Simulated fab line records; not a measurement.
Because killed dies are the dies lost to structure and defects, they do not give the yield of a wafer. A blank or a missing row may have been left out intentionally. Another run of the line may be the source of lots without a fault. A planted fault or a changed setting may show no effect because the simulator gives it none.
fab line records -- flow n5-finfet
[record] lots = 7, wafers = 39
route steps=1938 shown DUMMY_GATE@228 HKMG_FIN@451 MOL_CONTACT_COAG@586
start-h: the number of hours between the record's first day and the start of the first shown wafer of the lot -- wait-h: time in hours since the lot's previous step -- " identical to the entry in the row above -- L1.1+2: several wafers, shown together as one row -- - no value present, or no start provided -- * or withheld: withheld -- < > ~ a bound
route shown NAME@n: names a module that has steps shown in the file, with the first one's number in the route -- usual: the fault-free wafers' mean and standard deviation -- same: alike in all rows -- chamber/n: place in a boat -- sites: readings site by site -- _std_site: the values' standard deviation -- _edge_site: inner sites' mean taken away from outer sites' mean -- radius-mm: for every site, how far away it sits from the centre of the wafer -- mask NAME#n: copy n -- behind: tool/chamber where the wafer was last shaped -- hold: why the lot was held/for how many hours/how that ended -- device: names the non-switching transistor (n, p or np) -- end of line: the route-end tests of the same wafers -- a step without rows: its recipe alone -- killed: the dies lost at the first sort to structure and to defects; this is not the yield of the wafer -- map: the dies of a wafer, with x for killed, . for not killed, _ for no die there
set.NAME: the setting the step ran with; set.NAME@STEP: the setting that earlier step ran with -- model.NAME: the simulator's own value behind a step, which no gauge read
lots with deliberately changed settings; one table per step, one row per wafer
[[steps]]
[step N5_DUMMY_GATE_EXPOSE_12]
[recipe] mask-id = GATE, na = 0.33, source-shape = annular, sigma-inner = 0.2, sigma-outer = 0.6, polarization = unpolarized, target-cd-nm = 25, dose-mj = 34
lot.wafer,tool,chamber,start-h,wait-h,mask,set.dose-mj
L074.2+4+6,euv-scanner-01,0,48.27,-,GATE#0,34
L079.1+5+6,euv-scanner-01,0,78.19,-,GATE#0,32.91
L079.2+3+4,euv-scanner-01,0,78.19,-,GATE#0,34
L080.1+4+5,euv-scanner-01,0,83.46,-,GATE#0,31.43
L080.2+3+6,euv-scanner-01,0,83.46,-,GATE#0,34
L082.1+5+6,euv-scanner-01,0,96.01,-,GATE#0,34
L082.2+3+4,euv-scanner-01,0,96.01,-,GATE#0,35.68
L088.1+2+3+4+5+6,euv-scanner-02,0,129.09,-,GATE#0,34
L095.1+5+6,euv-scanner-01,0,171.89,-,GATE#0,31.44
L095.2+3+4,euv-scanner-01,0,171.89,-,GATE#0,34
L096.1+5+6,euv-scanner-02,0,177.42,-,GATE#0,34
L096.2+3+4,euv-scanner-02,0,177.42,-,GATE#0,35.95
[step N5_DUMMY_GATE_PEB_13]
[recipe] peb-temp-c = 100, peb-time-s = 60, resist = CAR-EUV
[step N5_DUMMY_GATE_DEVELOP_14]
[recipe] develop-time-s = 30, developer = TMAH, resist = CAR-EUV, rinse-liquid = surfactant-rinse, dry = air-spin, dev-temp-c = 23
[step N5_DUMMY_GATE_CD_MEAS_15]
[recipe] target-cd-nm = 25.8, landing-energy-ev = 500, detector = se-inlens
[usual] cd-nm = 25.00/0.24
lot.wafer,tool,chamber,start-h,wait-h,set.dose-mj@DUMMY_GATE_EXPOSE_12,cd-nm
L074.2,cd-sem-01,0,48.39,-,34,24.88
L074.4,cd-sem-01,0,48.39,-,34,25.02
L074.6,cd-sem-01,0,48.39,-,34,24.85
L079.1,cd-sem-01,0,78.31,-,32.91,26.04
L079.2,cd-sem-01,0,78.31,-,34,25.09
L079.3,cd-sem-01,0,78.31,-,34,24.81
L079.4,cd-sem-01,0,78.31,-,34,25.09
L079.5,cd-sem-01,0,78.31,-,32.91,25.25
L079.6,cd-sem-01,0,78.31,-,32.91,25.64
L080.1,cd-sem-01,0,83.59,-,31.43,26.49
L080.2,cd-sem-01,0,83.59,-,34,24.76
L080.3,cd-sem-01,0,83.59,-,34,25.00
L080.4,cd-sem-01,0,83.59,-,31.43,26.36
L080.5,cd-sem-01,0,83.59,-,31.43,26.09
L080.6,cd-sem-01,0,83.59,-,34,24.68
L082.1,cd-sem-03,0,96.14,-,34,25.02
L082.2,cd-sem-03,0,96.14,-,35.68,24.26
L082.3,cd-sem-03,0,96.14,-,35.68,24.21
L082.4,cd-sem-03,0,96.14,-,35.68,23.90
L082.5,cd-sem-03,0,96.14,-,34,24.85
L082.6,cd-sem-03,0,96.14,-,34,25.32
L088.1,cd-sem-02,0,129.22,-,34,25.03
L088.2,cd-sem-02,0,129.22,-,34,24.91
L088.3,cd-sem-02,0,129.22,-,34,25.46
L088.4,cd-sem-02,0,129.22,-,34,24.69
L088.5,cd-sem-02,0,129.22,-,34,25.05
L088.6,cd-sem-02,0,129.22,-,34,25.06
L095.1,cd-sem-01,0,172.02,-,31.44,26.86
L095.2,cd-sem-01,0,172.02,-,34,25.17
L095.3,cd-sem-01,0,172.02,-,34,25.11
L095.4,cd-sem-01,0,172.02,-,34,25.02
L095.5,cd-sem-01,0,172.02,-,31.44,26.45
L095.6,cd-sem-01,0,172.02,-,31.44,26.61
L096.1,cd-sem-03,0,177.55,-,34,24.81
L096.2,cd-sem-03,0,177.55,-,35.95,23.96
L096.3,cd-sem-03,0,177.55,-,35.95,23.74
L096.4,cd-sem-03,0,177.55,-,35.95,23.58
L096.5,cd-sem-03,0,177.55,-,34,24.75
L096.6,cd-sem-03,0,177.55,-,34,24.79
[step N5_DUMMY_GATE_STRIP_38]
[recipe] chemistry = N2/H2, temp-c = 40, n2-flow-sccm = 200, h2-flow-sccm = 200, rf-frequency-hz = 6e+07
[step N5_DUMMY_GATE_STRIP_39]
[recipe] chemistry = N2/H2, temp-c = 40, n2-flow-sccm = 200, h2-flow-sccm = 200, rf-frequency-hz = 6e+07
[step N5_DUMMY_GATE_TRIM_49]
[recipe] chemistry = O2, resist = SOC, time-s = 29, target-cd-nm = 14, source-power-w = 300, bias-power-w = 0, O2_flow_sccm = 100, temp-c = 20
lot.wafer,tool,chamber,start-h,wait-h,set.dose-mj@DUMMY_GATE_EXPOSE_12,model.DUMMY_GATE.cd-nm
L074.2+6,rie-si-02,3,48.95,0.0,34,13.8
L074.4,rie-si-02,2,48.95,0.0,34,14.2
L079.1+6,rie-si-02,0,78.67,0.0,32.91,14.6
L079.2+3+4,rie-si-02,"2,3,1",78.67,0.0,34,14
L079.5,rie-si-02,1,78.67,0.0,32.91,14.8
L080.1,rie-si-05,0,83.95,0.0,31.43,15.2
L080.2,rie-si-05,3,83.95,0.0,34,13.6
L080.3,rie-si-05,2,83.95,0.0,34,14
L080.4+5,rie-si-05,"1,2",83.95,0.0,31.43,15.4
L080.6,rie-si-05,3,83.95,0.0,34,13.8
L082.1+6,rie-si-04,"3,2",96.58,0.0,34,14
L082.2+3+4,rie-si-04,"0,2,1",96.58,0.0,35.68,13.2
L082.5,rie-si-04,3,96.58,0.0,34,14.2
L088.1+2,rie-si-05,"0,3",129.57,0.0,34,13.8
L088.3+6,rie-si-05,"1,3",129.57,0.0,34,13.6
L088.4+5,rie-si-05,"2,0",129.57,0.0,34,14
L095.1,rie-si-02,0,172.55,0.0,31.44,15.8
L095.2+4,rie-si-02,"1,2",172.55,0.0,34,14
L095.3,rie-si-02,3,172.55,0.0,34,13.8
L095.5,rie-si-02,3,172.55,0.0,31.44,15.6
L095.6,rie-si-02,2,172.55,0.0,31.44,15.4
L096.1,rie-si-04,0,177.91,0.0,34,14
L096.2+3,rie-si-04,"1,3",177.91,0.0,35.95,13.2
L096.4,rie-si-04,2,177.91,0.0,35.95,13
L096.5+6,rie-si-04,"1,2",177.91,0.0,34,14.2
[step N5_DUMMY_GATE_STRIP_40]
[recipe] chemistry = CF4, resist = SiARC, power-w = 300, bias-power-w = 75, pressure-mtorr = 50, cf4-flow-sccm = 150, rf-frequency-hz = 6e+07
[step N5_DUMMY_GATE_CD_MEAS_50]
[recipe] target-cd-nm = 14
[usual] cd-nm = 14.02/0.29
lot.wafer,tool,chamber,start-h,wait-h,set.dose-mj@DUMMY_GATE_EXPOSE_12,cd-nm
L074.2,cd-sem-01,-,49.10,0.0,34,13.94
L074.4,cd-sem-01,-,49.10,0.0,34,14.03
L074.6,cd-sem-01,-,49.10,0.0,34,14.05
L079.1,cd-sem-03,-,78.92,0.0,32.91,14.77
L079.2,cd-sem-03,-,78.92,0.0,34,14.35
L079.3,cd-sem-03,-,78.92,0.0,34,14.02
L079.4,cd-sem-03,-,78.92,0.0,34,14.45
L079.5,cd-sem-03,-,78.92,0.0,32.91,14.80
L079.6,cd-sem-03,-,78.92,0.0,32.91,14.61
L080.1,cd-sem-01,-,84.09,0.0,31.43,15.25
L080.2,cd-sem-01,-,84.09,0.0,34,13.87
L080.3,cd-sem-01,-,84.09,0.0,34,14.01
L080.4,cd-sem-01,-,84.09,0.0,31.43,15.43
L080.5,cd-sem-01,-,84.09,0.0,31.43,15.30
L080.6,cd-sem-01,-,84.09,0.0,34,13.65
L082.1,cd-sem-03,-,96.73,0.0,34,13.75
L082.2,cd-sem-03,-,96.73,0.0,35.68,13.39
L082.3,cd-sem-03,-,96.73,0.0,35.68,13.36
L082.4,cd-sem-03,-,96.73,0.0,35.68,13.23
L082.5,cd-sem-03,-,96.73,0.0,34,13.72
L082.6,cd-sem-03,-,96.73,0.0,34,14.11
L088.1,cd-sem-02,-,129.72,0.0,34,13.78
L088.2,cd-sem-02,-,129.72,0.0,34,14.18
L088.3,cd-sem-02,-,129.72,0.0,34,13.52
L088.4,cd-sem-02,-,129.72,0.0,34,13.69
L088.5,cd-sem-02,-,129.72,0.0,34,14.21
L088.6,cd-sem-02,-,129.72,0.0,34,13.39
L095.1,cd-sem-01,-,172.76,0.0,31.44,16.09
L095.2,cd-sem-01,-,172.76,0.0,34,13.88
L095.3,cd-sem-01,-,172.76,0.0,34,14.00
L095.4,cd-sem-01,-,172.76,0.0,34,13.95
L095.5,cd-sem-01,-,172.76,0.0,31.44,15.25
L095.6,cd-sem-01,-,172.76,0.0,31.44,15.09
L096.1,cd-sem-03,-,178.06,0.0,34,14.17
L096.2,cd-sem-03,-,178.06,0.0,35.95,13.05
L096.3,cd-sem-03,-,178.06,0.0,35.95,13.25
L096.4,cd-sem-03,-,178.06,0.0,35.95,13.11
L096.5,cd-sem-03,-,178.06,0.0,34,14.26
L096.6,cd-sem-03,-,178.06,0.0,34,14.11
[step N5_DUMMY_GATE_ETCH_31]
[recipe] chemistry = C4F6/O2, target = SiO2, mask-material = SOC, target-depth-a = 825, time-s = 27.5, ion-energy-ev = 250, pressure-mtorr = 30, source-w = 345, bias-w = 185, Ar_flow_sccm = 300, C4F6_flow_sccm = 10, O2_flow_sccm = 10
[step N5_DUMMY_GATE_STRIP_41]
[recipe] chemistry = O2, power-w = 400, temp-c = 40, pressure-mtorr = 30, rf-frequency-hz = 6e+07, bias-power-w = 0, overash-fraction = 0.3, o2-flow-sccm = 225
[step N5_DUMMY_GATE_ETCH_32]
[recipe] chemistry = CF4, target = SiO2, target-depth-a = 35, time-s = 3.9, ion-energy-ev = 350, pressure-mtorr = 10, icp-w = 800, bias-w = 400, cf4-flow-sccm = 80
[step N5_DUMMY_GATE_ETCH_23]
[recipe] chemistry = HBr/Cl2/O2, HBr_flow_sccm = 150, Cl2_flow_sccm = 80, O2_flow_sccm = 12, bias-w = 102, target-depth-a = 410, time-s = 22.3, target = poly-Si, mask-material = SiO2, pressure-mtorr = 10, icp-w = 800
[step N5_DUMMY_GATE_ETCH_44]
[recipe] chemistry = HBr/O2, over-etch-frac = 0.7, target-depth-a = 1275, stop-on = SiO2, ion-energy-ev = 60, bias-w = 20, target = poly-Si, mask-material = SiO2, pressure-mtorr = 20, icp-w = 400, HBr_flow_sccm = 120, O2_flow_sccm = 10
lot.wafer,tool,chamber,start-h,wait-h,set.dose-mj@DUMMY_GATE_EXPOSE_12,model.DUMMY_GATE.cd-nm
L074.2,rie-si-04,3,49.48,0.0,34,14.6
L074.4,rie-si-04,2,49.48,0.0,34,15.4
L074.6,rie-si-04,1,49.48,0.0,34,15
L079.1+5+6,rie-si-04,"1,3,2",79.31,0.0,32.91,15.8
L079.2,rie-si-04,3,79.31,0.0,34,15.2
L079.3+4,rie-si-04,"0,2",79.31,0.0,34,15
L080.1,rie-si-02,0,84.48,0.0,31.43,16.2
L080.2+3+6,rie-si-02,"1,2,1",84.48,0.0,34,15
L080.4,rie-si-02,3,84.48,0.0,31.43,16.6
L080.5,rie-si-02,2,84.48,0.0,31.43,16
L082.1,rie-si-05,3,97.14,0.0,34,14.8
L082.2+3,rie-si-05,"1,2",97.14,0.0,35.68,14.4
L082.4,rie-si-05,0,97.14,0.0,35.68,14.2
L082.5+6,rie-si-05,"3,0",97.14,0.0,34,15
L088.1+3,rie-si-04,"0,1",130.11,0.0,34,14.8
L088.2,rie-si-04,3,130.11,0.0,34,14.6
L088.4+5,rie-si-04,"2,0",130.11,0.0,34,15
L088.6,rie-si-04,3,130.11,0.0,34,14.4
L095.1,rie-si-04,1,173.31,0.0,31.44,16.8
L095.2,rie-si-04,3,173.31,0.0,34,15.4
L095.3,rie-si-04,2,173.31,0.0,34,14.8
L095.4,rie-si-04,0,173.31,0.0,34,15
L095.5,rie-si-04,1,173.31,0.0,31.44,16.6
L095.6,rie-si-04,0,173.31,0.0,31.44,16.4
L096.1+5,rie-si-02,"3,2",178.44,0.0,34,15
L096.2+4,rie-si-02,"1,2",178.44,0.0,35.95,14.2
L096.3,rie-si-02,0,178.44,0.0,35.95,14
L096.6,rie-si-02,3,178.44,0.0,34,15.4
[step N5_DUMMY_GATE_CD_MEAS_24]
[recipe] target-cd-nm = 15
[usual] cd-nm = 15.1/0.33
lot.wafer,tool,chamber,start-h,wait-h,set.dose-mj@DUMMY_GATE_EXPOSE_12,cd-nm
L074.2,cd-sem-03,-,49.60,0.1,34,14.7
L074.4,cd-sem-03,-,49.60,0.1,34,15.4
L074.6,cd-sem-03,-,49.60,0.1,34,15.2
L079.1,cd-sem-03,-,79.42,0.1,32.91,15.6
L079.2,cd-sem-03,-,79.42,0.1,34,15.2
L079.3,cd-sem-03,-,79.42,0.1,34,15.1
L079.4,cd-sem-03,-,79.42,0.1,34,14.8
L079.5,cd-sem-03,-,79.42,0.1,32.91,15.8
L079.6,cd-sem-03,-,79.42,0.1,32.91,16.0
L080.1,cd-sem-02,-,84.59,0.1,31.43,16.4
L080.2,cd-sem-02,-,84.59,0.1,34,14.8
L080.3,cd-sem-02,-,84.59,0.1,34,15.0
L080.4,cd-sem-02,-,84.59,0.1,31.43,16.4
L080.5,cd-sem-02,-,84.59,0.1,31.43,16.0
L080.6,cd-sem-02,-,84.59,0.1,34,15.1
L082.1,cd-sem-02,-,97.25,0.1,34,14.7
L082.2,cd-sem-02,-,97.25,0.1,35.68,14.1
L082.3,cd-sem-02,-,97.25,0.1,35.68,14.7
L082.4,cd-sem-02,-,97.25,0.1,35.68,14.3
L082.5,cd-sem-02,-,97.25,0.1,34,14.8
L082.6,cd-sem-02,-,97.25,0.1,34,15.5
L088.1,cd-sem-03,-,130.22,0.1,34,14.9
L088.2,cd-sem-03,-,130.22,0.1,34,14.5
L088.3,cd-sem-03,-,130.22,0.1,34,14.8
L088.4,cd-sem-03,-,130.22,0.1,34,15.2
L088.5,cd-sem-03,-,130.22,0.1,34,15.1
L088.6,cd-sem-03,-,130.22,0.1,34,14.4
L095.1,cd-sem-01,-,173.42,0.1,31.44,16.6
L095.2,cd-sem-01,-,173.42,0.1,34,15.4
L095.3,cd-sem-01,-,173.42,0.1,34,14.9
L095.4,cd-sem-01,-,173.42,0.1,34,15.0
L095.5,cd-sem-01,-,173.42,0.1,31.44,16.4
L095.6,cd-sem-01,-,173.42,0.1,31.44,16.5
L096.1,cd-sem-01,-,178.55,0.1,34,15.1
L096.2,cd-sem-01,-,178.55,0.1,35.95,13.9
L096.3,cd-sem-01,-,178.55,0.1,35.95,14.3
L096.4,cd-sem-01,-,178.55,0.1,35.95,14.4
L096.5,cd-sem-01,-,178.55,0.1,34,15.2
L096.6,cd-sem-01,-,178.55,0.1,34,15.1
[step N5_DUMMY_GATE_ETCH_42]
[recipe] chemistry = CHF3/O2, target = SiO2, target-depth-a = 35, time-s = 31, ion-energy-ev = 30, bias-w = 12, pressure-mtorr = 30, source-w = 600, Ar_flow_sccm = 200, CHF3_flow_sccm = 50, O2_flow_sccm = 5
[usual] rf-vpp-V = 42.8/0.91
lot.wafer,tool,chamber,start-h,wait-h,set.bias-w,set.dose-mj@DUMMY_GATE_EXPOSE_12,rf-vpp-V,model.DUMMY_GATE.cd-nm
L074.2,rie-diel-02,0,49.66,0.1,12,34,43.3,14.6
L074.4,rie-diel-02,3,49.66,0.1,12,34,43.6,15.4
L074.6,rie-diel-02,1,49.66,0.1,12,34,41.6,15
L079.1,rie-diel-01,1,79.47,0.0,10.48,32.91,37.8,15.8
L079.2,rie-diel-01,2,79.47,0.0,12,34,42.4,15.2
L079.3,rie-diel-01,0,79.47,0.0,12,34,43.8,15
L079.4,rie-diel-01,3,79.47,0.0,10.48,34,39.0,15
L079.5,rie-diel-01,3,79.47,0.0,10.48,32.91,38.3,15.8
L079.6,rie-diel-01,0,79.47,0.0,12,32.91,45.5,15.8
L080.1,rie-diel-01,1,84.64,0.0,12,31.43,42.4,16.2
L080.2,rie-diel-01,0,84.64,0.0,12,34,43.1,15
L080.3,rie-diel-01,3,84.64,0.0,10.1,34,37.2,15
L080.4,rie-diel-01,2,84.64,0.0,10.1,31.43,39.5,16.4
L080.5,rie-diel-01,1,84.64,0.0,10.1,31.43,38.7,16
L080.6,rie-diel-01,2,84.64,0.0,12,34,41.4,15
L082.1,rie-diel-02,2,97.30,0.0,12,34,45.7,14.8
L082.2,rie-diel-02,1,97.30,0.0,10.95,35.68,38.5,14.4
L082.3,rie-diel-02,3,97.30,0.0,10.95,35.68,40.5,14.4
L082.4,rie-diel-02,0,97.30,0.0,12,35.68,43.9,14.2
L082.5,rie-diel-02,1,97.30,0.0,10.95,34,40.2,15
L082.6,rie-diel-02,2,97.30,0.0,12,34,43.7,15.2
L088.1,rie-diel-02,2,130.27,0.0,10.59,34,39.9,14.8
L088.2,rie-diel-02,0,130.27,0.0,10.59,34,40.1,14.8
L088.3,rie-diel-02,1,130.27,0.0,12,34,43.2,14.8
L088.4,rie-diel-02,3,130.27,0.0,12,34,42.9,15
L088.5,rie-diel-02,0,130.27,0.0,12,34,42.8,15
L088.6,rie-diel-02,1,130.27,0.0,10.59,34,38.7,14.6
L095.1,rie-diel-02,2,173.59,0.2,12,31.44,42.1,16.8
L095.2,rie-diel-02,0,173.59,0.2,12,34,42.2,15.4
L095.3,rie-diel-02,1,173.59,0.2,11.1,34,40.7,15
L095.4,rie-diel-02,0,173.59,0.2,11.1,34,41.6,15
L095.5,rie-diel-02,2,173.59,0.2,12,31.44,42.3,16.6
L095.6,rie-diel-02,1,173.59,0.2,11.1,31.44,40.4,16.4
L096.1,rie-diel-04,0,178.60,0.0,13.13,34,46.4,15
L096.2,rie-diel-04,2,178.60,0.0,12,35.95,41.5,14.2
L096.3,rie-diel-04,3,178.60,0.0,13.13,35.95,44.8,14
L096.4,rie-diel-04,1,178.60,0.0,12,35.95,40.8,14
L096.5,rie-diel-04,3,178.60,0.0,12,34,43.4,15
L096.6,rie-diel-04,2,178.60,0.0,13.13,34,46.1,15.2
[step N5_HKMG_FIN_ETCH_67]
[recipe] chemistry = N2/H2, target = SOC, target-depth-a = 3889, stop-on = TiN, ion-energy-ev = 100, bias-w = 61, pressure-mtorr = 30, source-w = 850, n2-flow-sccm = 200, h2-flow-sccm = 200
lot.wafer,tool,chamber,start-h,wait-h,set.target-depth-a,model.TiN_of_HKMG_FIN_ALD_71.thk-nm
L074.2+4+6,rie-diel-06,"0,1,1",78.90,-,3889,1
L079.1,rie-diel-06,1,109.35,-,3889,0
L079.2,rie-diel-06,2,109.35,-,3889,0.8
L079.3,rie-diel-06,0,109.35,-,3889,1
L079.4+5+6,rie-diel-06,"3,2,1",109.35,-,4342,0
L080.1+2+5,rie-diel-03,"2,3,0",117.18,-,4191,0
L080.3+4+6,rie-diel-03,"1,0,1",117.18,-,3889,1
L082.1+2+3,rie-diel-03,"0,3,1",126.47,-,4226,0
L082.4+5+6,rie-diel-03,"2,2,1",126.47,-,3889,1
L088.1+4+6,rie-diel-05,"3,1,3",161.04,-,3889,1
L088.2+3+5,rie-diel-05,"2,0,0",161.04,-,4165,0
L095.1,rie-diel-05,1,204.83,-,3889,0.6
L095.2+3+5,rie-diel-05,"0,3,3",204.83,-,4338,0
L095.4+6,rie-diel-05,"2,0",204.83,-,3889,1
L096.1+2,rie-diel-06,"2,3",210.17,-,3889,0.8
L096.3+5+6,rie-diel-06,"1,3,2",210.17,-,3657,1
L096.4,rie-diel-06,0,210.17,-,3889,1
[step N5_MOL_CONTACT_COAG_VIA_ETCH_46]
[recipe] chemistry = C4F6/O2, target-depth-a = 460, overetch-a = 92, mask-material = SOC, target = SiO2, bias-w = 455, pressure-mtorr = 10, time-s = 40, source-w = 325, Ar_flow_sccm = 300, C4F6_flow_sccm = 10, O2_flow_sccm = 10, ion-energy-ev = 575.3, ends = end-point
[usual] rf-vpp-V = 1593/11
lot.wafer,tool,chamber,start-h,wait-h,set.bias-w,rf-vpp-V
L074.2,rie-diel-05,0,100.94,0.0,455,1577
L074.4,rie-diel-05,3,100.94,0.0,455,1593
L074.6,rie-diel-05,1,100.94,0.0,455,1601
L079.1,rie-diel-05,3,132.38,0.0,455,1592
L079.2,rie-diel-05,1,132.38,0.0,455,1601
L079.3,rie-diel-05,0,132.38,0.0,455,1577
L079.4,rie-diel-05,2,132.38,0.0,455,1608
L079.5,rie-diel-05,1,132.38,0.0,455,1599
L079.6,rie-diel-05,0,132.38,0.0,455,1579
L080.1,rie-diel-06,1,135.84,0.0,455,1595
L080.2,rie-diel-06,3,135.84,0.0,455,1602
L080.3,rie-diel-06,2,135.84,0.0,455,1605
L080.4,rie-diel-06,0,135.84,0.0,455,1586
L080.5,rie-diel-06,2,135.84,0.0,455,1603
L080.6,rie-diel-06,3,135.84,0.0,455,1603
L082.1,rie-diel-06,3,147.56,0.0,455,1602
L082.2,rie-diel-06,2,147.56,0.0,455,1603
L082.3,rie-diel-06,0,147.56,0.0,422,1500
L082.4,rie-diel-06,1,147.56,0.0,422,1507
L082.5,rie-diel-06,3,147.56,0.0,422,1514
L082.6,rie-diel-06,2,147.56,0.0,455,1603
L088.1,rie-diel-05,3,181.52,0.0,455,1592
L088.2,rie-diel-05,2,181.52,0.0,432.4,1546
L088.3,rie-diel-05,0,181.52,0.0,432.4,1517
L088.4,rie-diel-05,1,181.52,0.0,432.4,1540
L088.5,rie-diel-05,1,181.52,0.0,455,1599
L088.6,rie-diel-05,0,181.52,0.0,455,1576
L095.1,rie-diel-03,0,229.57,0.0,496,1694
L095.2,rie-diel-03,3,229.57,0.0,455,1589
L095.3,rie-diel-03,1,229.57,0.0,496,1711
L095.4,rie-diel-03,2,229.57,0.0,455,1570
L095.5,rie-diel-03,0,229.57,0.0,455,1587
L095.6,rie-diel-03,3,229.57,0.0,496,1695
L096.1,rie-diel-03,3,238.66,0.0,455,1591
L096.2,rie-diel-03,0,238.66,0.0,502.5,1711
L096.3,rie-diel-03,1,238.66,0.0,502.5,1727
L096.4,rie-diel-03,2,238.66,0.0,502.5,1689
L096.5,rie-diel-03,1,238.66,0.0,455,1606
L096.6,rie-diel-03,0,238.66,0.0,455,1588
[[key]]
[split] step = N5_DUMMY_GATE_EXPOSE_12, setting = dose-mj, stated = 34, by = wafer
[response] step = N5_DUMMY_GATE_CD_MEAS_15, reading = cd-nm, change = -0.196, per = 1%, r = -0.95
[response] step = N5_DUMMY_GATE_TRIM_49, reading = model.DUMMY_GATE.cd-nm, change = -0.2, per = 1%, r = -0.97
[response] step = N5_DUMMY_GATE_CD_MEAS_50, reading = cd-nm, change = -0.181, per = 1%, r = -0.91
[response] step = N5_DUMMY_GATE_ETCH_44, reading = model.DUMMY_GATE.cd-nm, change = -0.177, per = 1%, r = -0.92
[response] step = N5_DUMMY_GATE_CD_MEAS_24, reading = cd-nm, change = -0.176, per = 1%, r = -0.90
[response] step = N5_DUMMY_GATE_ETCH_42, reading = model.DUMMY_GATE.cd-nm, change = -0.174, per = 1%, r = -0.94
[split] step = N5_DUMMY_GATE_ETCH_42, setting = bias-w, stated = 12, by = wafer
[response] step = N5_DUMMY_GATE_ETCH_42, reading = rf-vpp-V, change = +0.333, per = 1%, r = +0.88
[split] step = N5_HKMG_FIN_ETCH_67, setting = target-depth-a, stated = 3889, by = wafer
[response] step = N5_HKMG_FIN_ETCH_67, reading = model.TiN_of_HKMG_FIN_ALD_71.thk-nm, change = -0.0843, per = 1%, r = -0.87
[split] step = N5_MOL_CONTACT_COAG_VIA_ETCH_46, setting = bias-w, stated = 455, by = wafer
[response] step = N5_MOL_CONTACT_COAG_VIA_ETCH_46, reading = rf-vpp-V, change = +12, per = 1%, r = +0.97
